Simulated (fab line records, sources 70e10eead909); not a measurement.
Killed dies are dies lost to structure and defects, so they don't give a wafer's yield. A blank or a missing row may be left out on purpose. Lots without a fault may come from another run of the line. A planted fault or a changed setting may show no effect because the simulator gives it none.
A struck lot beside a sound one | flow nand_harc | 36 steps out of a route of 1302
Sound: wafers L764.1, L764.3, L764.5. Struck: wafer L775.6. (L775.3, L775.4 of the same lot were not struck and are left out.) The cause comes at the end.
At each step with rows: each side's tool, then ch and its chambers, then its first start. Under that, the readings that differ: sound wafers | struck wafers | difference of the means | sigmas: that difference in standard deviations of wafers without a fault.
alike: readings whose means differ by less than 2 such deviations, and words and numbers that are the same on both sides. not compared: withheld readings, readings that some wafer has no value for, bounds like >300 that may hide the same value, and numbers for which the record gives no deviation and whose values overlap.
The two part at a step that has a row with sigmas, a row that says differs or no value, or rows on one side only. Numbers that don't overlap but have no deviation are shown without sigmas and don't part them. A reading that every wafer of one side lacks parts them only if that side has two wafers or more.

first, 2 steps without rows for these wafers: NHARC_A_STAIRCASE_PRECLEAN_318 (cleans in SC1); NHARC_A_STAIRCASE_SRD_329.
NHARC_A_STAIRCASE_ALD_415: deposits SiO2, target thk 30 nm, pulse time 6 s, ald cycles 300.
  sound on ald_hk-02 ch 0,1,3, day 18 22:22; struck on ald_hk-01 ch 2, day 23 09:04
  alike: heater_power_w, precursor_pulse_height_rel
then, 2 steps without rows for these wafers: NHARC_A_STAIRCASE_ETCHBACK_416 (etches the open film in C4F8/O2/Ar, target depth 36 nm, time 7.2 s); NHARC_A_STAIRCASE_STRIP_476 (strips in O2, time 20 s).
NHARC_A_STAIRCASE_DEP_417: deposits Si3N4, target thk 60 nm.
  sound on pecvd-04 ch 0,1, day 19 01:22; struck on pecvd-03 ch 1, day 23 10:58
  alike: heater_power_w
then, 3 steps without rows for these wafers: NHARC_A_STAIRCASE_WET_418 (chemistry H3PO4, target depth 20 nm); NHARC_A_STAIRCASE_PRECLEAN_419 (cleans in SC1); NHARC_A_STAIRCASE_SRD_421.
NHARC_A_STAIRCASE_ALD_420: deposits SiO2, target thk 20 nm, pulse time 6 s, ald cycles 200.
  sound on ald_hk-01 ch 1,2,3, day 19 02:55; struck on ald_hk-02 ch 3, day 23 13:44
  alike: heater_power_w, precursor_pulse_height_rel
then, 1 step without rows for these wafers: NHARC_A_STAIRCASE_CVD_552 (deposits SiNx, target thk 40 nm).
NHARC_A_STAIRCASE_DEP_151: deposits SiO2, target thk 7200 nm.
  sound on pecvd-02 ch 0,2, day 19 08:26; struck on pecvd-02 ch 0, day 23 21:43
  alike: heater_power_w
then, 15 steps without rows for these wafers: NHARC_A_STAIRCASE_ANNEAL_320 (time 1800 s); NHARC_A_STAIRCASE_DEP_322 (deposits SiO2, target thk 7200 nm); NHARC_A_STAIRCASE_ANNEAL_323 (time 1800 s); NHARC_A_STAIRCASE_DEP_325 (deposits SiO2, target thk 7200 nm); NHARC_A_STAIRCASE_ANNEAL_326 (time 1800 s); NHARC_A_STAIRCASE_DEHYDRATE_433 (time 120 s); NHARC_A_STAIRCASE_HMDS_434 (time 30 s); NHARC_A_STAIRCASE_COAT_435; NHARC_A_STAIRCASE_SOFTBAKE_436 (time 170 s); NHARC_A_STAIRCASE_EBR_437; NHARC_A_STAIRCASE_EXPOSE_438 (exposes mask STAIR REV); NHARC_A_STAIRCASE_PEB_439 (peb time 130 s); NHARC_A_STAIRCASE_DEVELOP_440 (time 140 s); NHARC_A_STAIRCASE_HARDBAKE_442 (time 140 s); NHARC_A_STAIRCASE_DESCUM_443 (chemistry O2, time 3 s).
NHARC_A_STAIRCASE_ETCH_444: etches the open film in C4F8/O2, target depth 20400 nm, time 6800 s.
  sound on rie_diel-02 ch 0,1,3, day 20 14:28; struck on rie_diel-02 ch 1, day 25 04:49
  reading               | sound             | struck | difference | sigmas
  oes_product_au (a.u.) | 0.915 0.918 0.929 | 0.987  | +0.066     | +3
  alike: rf_vpp_V
  not compared: rf_hours_counter_h
NHARC_A_STAIRCASE_STRIP_446: strips in O2.
  sound on plasma_asher-01 ch 0,1, day 20 17:57; struck on plasma_asher-02 ch 0, day 25 08:20
  alike: drypump_motor_current_A, heater_power_w
  not compared: rf_hours_counter_h
then, 6 steps without rows for these wafers: NHARC_A_STAIRCASE_STRIP_447 (strips in SPM, time 900 s); NHARC_A_STAIRCASE_PRECLEAN_448 (cleans in SC1); NHARC_A_STAIRCASE_SRD_449; NHARC_A_STAIRCASE_CMP_450 (polishes SiO2, target thk 200 nm); NHARC_A_STAIRCASE_CMP_152 (polishes); NHARC_A_STAIRCASE_SRD_154.
-- the record jumps here: 6 days lie between the struck wafers' starts before and after (it left off in module A_STAIRCASE and takes up again in module END, whose first step shown is number 1302 of the route) --
NHARC_END_SORT_01:
  the record has rows for the struck wafers here (prober-01 ch 0, day 31 00:34) and none for the sound ones

WHERE THEY PART
First at NHARC_A_STAIRCASE_ETCH_444; last, within this record, at NHARC_END_SORT_01.

WHY: what the simulator had put in
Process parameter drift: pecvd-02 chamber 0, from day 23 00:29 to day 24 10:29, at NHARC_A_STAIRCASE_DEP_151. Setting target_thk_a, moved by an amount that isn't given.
